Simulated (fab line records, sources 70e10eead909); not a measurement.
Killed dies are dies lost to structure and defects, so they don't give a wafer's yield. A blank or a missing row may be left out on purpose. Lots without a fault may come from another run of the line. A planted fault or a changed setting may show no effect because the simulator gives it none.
A sampling plan put to the test | flow nand_harc | one fab line, 14 faults that these records tell of, each judged on the records of the lots that it struck; 1 more is left out, because the records don't allow judging it
The plan is the line's own looks: the steps of the route at which a gauge or an inspection reads the wafer and doesn't change it. A look can be judged if struck wafers have a number there and the file gives its usual mean and standard deviation on fault-free wafers. Caught: at a look after the fault's first step, the mean of the struck wafers lies 4 or more of those standard deviations (sigma) from the usual mean. On the tool: the same test on the tool's own readings at the fault's steps. Another recipe on the struck wafers, or a record that is blank for them alone, also counts as caught.

THE FAULTS, as the simulator had put them in
1. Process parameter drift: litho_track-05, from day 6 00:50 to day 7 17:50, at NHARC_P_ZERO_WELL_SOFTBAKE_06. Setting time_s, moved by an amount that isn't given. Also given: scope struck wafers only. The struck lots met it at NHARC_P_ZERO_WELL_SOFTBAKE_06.
2. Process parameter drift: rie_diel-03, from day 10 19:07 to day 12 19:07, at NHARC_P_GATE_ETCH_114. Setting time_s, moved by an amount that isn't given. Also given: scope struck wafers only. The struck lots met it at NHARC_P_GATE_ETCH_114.
3. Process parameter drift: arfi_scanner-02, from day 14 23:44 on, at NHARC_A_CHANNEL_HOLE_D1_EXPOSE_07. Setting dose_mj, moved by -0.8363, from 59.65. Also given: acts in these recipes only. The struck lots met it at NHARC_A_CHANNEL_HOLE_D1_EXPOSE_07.
4. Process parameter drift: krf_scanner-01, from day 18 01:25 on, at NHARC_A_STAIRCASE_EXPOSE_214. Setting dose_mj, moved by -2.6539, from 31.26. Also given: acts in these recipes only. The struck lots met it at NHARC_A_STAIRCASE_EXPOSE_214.
5. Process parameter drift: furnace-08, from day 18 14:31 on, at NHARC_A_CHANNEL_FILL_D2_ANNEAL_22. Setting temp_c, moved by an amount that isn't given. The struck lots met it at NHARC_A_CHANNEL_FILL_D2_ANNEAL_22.
6. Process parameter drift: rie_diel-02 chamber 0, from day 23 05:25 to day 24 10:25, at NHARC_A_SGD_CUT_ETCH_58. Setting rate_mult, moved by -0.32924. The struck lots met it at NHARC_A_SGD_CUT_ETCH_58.
7. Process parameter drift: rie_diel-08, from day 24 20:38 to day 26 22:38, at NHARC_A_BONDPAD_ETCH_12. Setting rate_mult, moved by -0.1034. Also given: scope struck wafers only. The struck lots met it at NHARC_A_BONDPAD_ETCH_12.
8. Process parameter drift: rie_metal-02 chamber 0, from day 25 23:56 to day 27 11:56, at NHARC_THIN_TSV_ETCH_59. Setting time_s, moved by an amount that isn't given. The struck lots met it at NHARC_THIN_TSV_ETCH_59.
9. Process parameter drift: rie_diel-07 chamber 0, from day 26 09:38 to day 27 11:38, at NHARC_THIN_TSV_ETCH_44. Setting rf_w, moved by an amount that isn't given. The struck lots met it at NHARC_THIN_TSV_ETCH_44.
10. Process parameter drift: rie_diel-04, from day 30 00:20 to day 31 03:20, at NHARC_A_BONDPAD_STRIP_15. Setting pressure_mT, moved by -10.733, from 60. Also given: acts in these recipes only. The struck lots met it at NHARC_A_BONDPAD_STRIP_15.
11. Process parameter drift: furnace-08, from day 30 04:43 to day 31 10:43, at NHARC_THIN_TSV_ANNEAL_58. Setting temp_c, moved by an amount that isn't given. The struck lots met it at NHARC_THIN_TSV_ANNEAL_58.
12. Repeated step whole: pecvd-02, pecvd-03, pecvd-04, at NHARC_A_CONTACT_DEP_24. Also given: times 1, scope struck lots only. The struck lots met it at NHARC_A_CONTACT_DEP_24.
13. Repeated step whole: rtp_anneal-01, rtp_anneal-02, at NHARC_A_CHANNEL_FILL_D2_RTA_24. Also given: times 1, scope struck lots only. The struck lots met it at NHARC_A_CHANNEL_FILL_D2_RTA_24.
14. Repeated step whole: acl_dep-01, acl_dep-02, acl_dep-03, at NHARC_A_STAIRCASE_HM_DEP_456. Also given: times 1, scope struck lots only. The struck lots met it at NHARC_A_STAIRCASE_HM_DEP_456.

WHAT THE PLAN SAW
fault | on the tool itself                         | first look that catches it                      | reading, sigma      | median hours from its first step to that look | hours from the fault's start to the first struck lot there | judged looks passed uncaught
1     | heater_power_total_W +13 sigma             | not the one look that can be judged after it    | -                   | -                                             | -                                                          | 1
2     | run_length_s -4.3 sigma                    | no look after it can be judged                  | -                   | -                                             | -                                                          | 0
3     | exposure_dose_mJ_cm2 -4.1 sigma            | no look after it can be judged                  | -                   | -                                             | -                                                          | 0
4     | exposure_dose_mJ_cm2 -86 sigma             | not the one look that can be judged after it    | -                   | -                                             | -                                                          | 1
5     | tube_center_temp_C -99 or beyond sigma     | no look after it can be judged                  | -                   | -                                             | -                                                          | 0
6     | oes_product_au -24 sigma                   | NHARC_END_SORT_01                               | killed_at_array +30 | 155.2                                         | 156                                                        | 0
7     | only faintly: oes_product_au -2.7 sigma    | not the one look that can be judged after it    | -                   | -                                             | -                                                          | 1
8     | run_length_s -22 sigma                     | no look after it can be judged                  | -                   | -                                             | -                                                          | 0
9     | rf_fwd_power_W -99 or beyond sigma         | no look after it can be judged                  | -                   | -                                             | -                                                          | 0
10    | chamber_pressure_mTorr -99 or beyond sigma | not the one look that can be judged after it    | -                   | -                                             | -                                                          | 1
11    | spike_tc_upper_C +26 sigma                 | none of the 2 looks that can be judged after it | -                   | -                                             | -                                                          | 2
12    | under 2 sigma                              | not the one look that can be judged after it    | -                   | -                                             | -                                                          | 1
13    | under 2 sigma                              | no look after it can be judged                  | -                   | -                                             | -                                                          | 0
14    | under 2 sigma                              | no look after it can be judged                  | -                   | -                                             | -                                                          | 0
A dash: the fault isn't caught, or these records don't give the number.

Caught at a look: 1 of 14. Caught on the tool: 10 of 14. By one or the other: 10 of 14.
Caught on the tool alone: faults 1, 2, 3, 4, 5, 8, 9, 10, 11.
Caught by neither: faults 7, 12, 13, 14.

THINNER SAMPLING
If the look that catches a fault measured only every second or every third lot, by lot number, the first struck lot would be measured this late in the worst case:
fault | struck lots at that look, in order of time | every lot | every second lot | every third lot
6     | L280, L282                                 | 156 h     | may miss all 2   | may miss all 2
Hours are from the fault's start to the first struck lot that is measured. The limit of 4 sigma was tested on all struck wafers together, so one lot alone may lie under it. Other struck lots may not be in these records.

THE LONGEST TIMED WAY FROM STEP TO LOOK
Fault 6: a median of 155.2 hours passes between NHARC_A_SGD_CUT_ETCH_58 and NHARC_END_SORT_01. No look between them can be judged.
